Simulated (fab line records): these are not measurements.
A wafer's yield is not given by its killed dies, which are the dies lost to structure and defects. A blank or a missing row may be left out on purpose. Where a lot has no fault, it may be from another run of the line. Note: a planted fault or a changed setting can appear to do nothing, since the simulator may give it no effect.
Matching of chambers :: flow n5Finfet :: uvCure-02 running N5_BEOL_M6_CURE_75: 3 sister chambers
The step cures SiCOH lowk, time 120 s. 6 wafers are shown with their chamber, then 9 later ones without.

== WAFERS PAIRED WITH THEIR CHAMBERS ==
wafer: L079.3
chamber: 1
lampPowerPct (%): 52.30
wafer_temp_C_max: 370.9

wafer: L079.5
chamber: 1
lampPowerPct (%): 52.28
wafer_temp_C_max: 371.2

wafer: L088.5
chamber: 2
lampPowerPct (%): 52.29
wafer_temp_C_max: 371.2

wafer: L088.6
chamber: 2
lampPowerPct (%): 52.42
wafer_temp_C_max: 371.1

wafer: L087.4
chamber: 0
lampPowerPct (%): 52.28
wafer_temp_C_max: 371.6

wafer: L087.6
chamber: 0
lampPowerPct (%): 52.33
wafer_temp_C_max: 371.1

== WAFERS WITH NO CHAMBER GIVEN ==
wafer: L092.1
lampPowerPct (%): 52.33
wafer_temp_C_max: 371.4

wafer: L092.3
lampPowerPct (%): 52.20
wafer_temp_C_max: 370.5

wafer: L092.6
lampPowerPct (%): 52.25
wafer_temp_C_max: 370.6

wafer: L094.1
lampPowerPct (%): 52.35
wafer_temp_C_max: 371.1

wafer: L094.2
lampPowerPct (%): 52.38
wafer_temp_C_max: 371.2

wafer: L094.6
lampPowerPct (%): 52.23
wafer_temp_C_max: 371.6

wafer: L091.1
lampPowerPct (%): 52.31
wafer_temp_C_max: 371.1

wafer: L091.4
lampPowerPct (%): 52.29
wafer_temp_C_max: 370.7

wafer: L091.5
lampPowerPct (%): 52.29
wafer_temp_C_max: 370.6

== EACH ONE'S CHAMBER ==
wafer: L092.1
from the rows above: can't be placed: 0 or 2 or 1
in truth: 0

wafer: L092.3
from the rows above: can't be placed: 1 or 2 or 0
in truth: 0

wafer: L092.6
from the rows above: can't be placed: 1 or 2 or 0
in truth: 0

wafer: L094.1
from the rows above: can't be placed: 2 or 1 or 0
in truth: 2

wafer: L094.2
from the rows above: can't be placed: 2 or 0 or 1
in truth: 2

wafer: L094.6
from the rows above: can't be placed: 0 or 1 or 2
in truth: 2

wafer: L091.1
from the rows above: can't be placed: 1 or 2 or 0
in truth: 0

wafer: L091.4
from the rows above: can't be placed: 1 or 2 or 0
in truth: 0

wafer: L091.5
from the rows above: can't be placed: 1 or 2 or 0
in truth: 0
Correct placement for 0 of the 9. Not placeable from these rows: 9 (in 9, the candidates include the true chamber). 0 placed wrongly.
How it was worked out, from the rows above alone: a wafer's distance from a chamber is the root of the sum, over the readings, of the square of ((its reading less the chamber's mean) divided by the reading's scatter). The wafer belongs to the nearest chamber; if the next one is less than 2 further off, it can't be placed. The mean given for a chamber averages the wafers shown for that chamber. The scatter: the root of (the sum of the squares of (reading less its chamber's mean) over the shown wafers, divided by (wafers less chambers)).
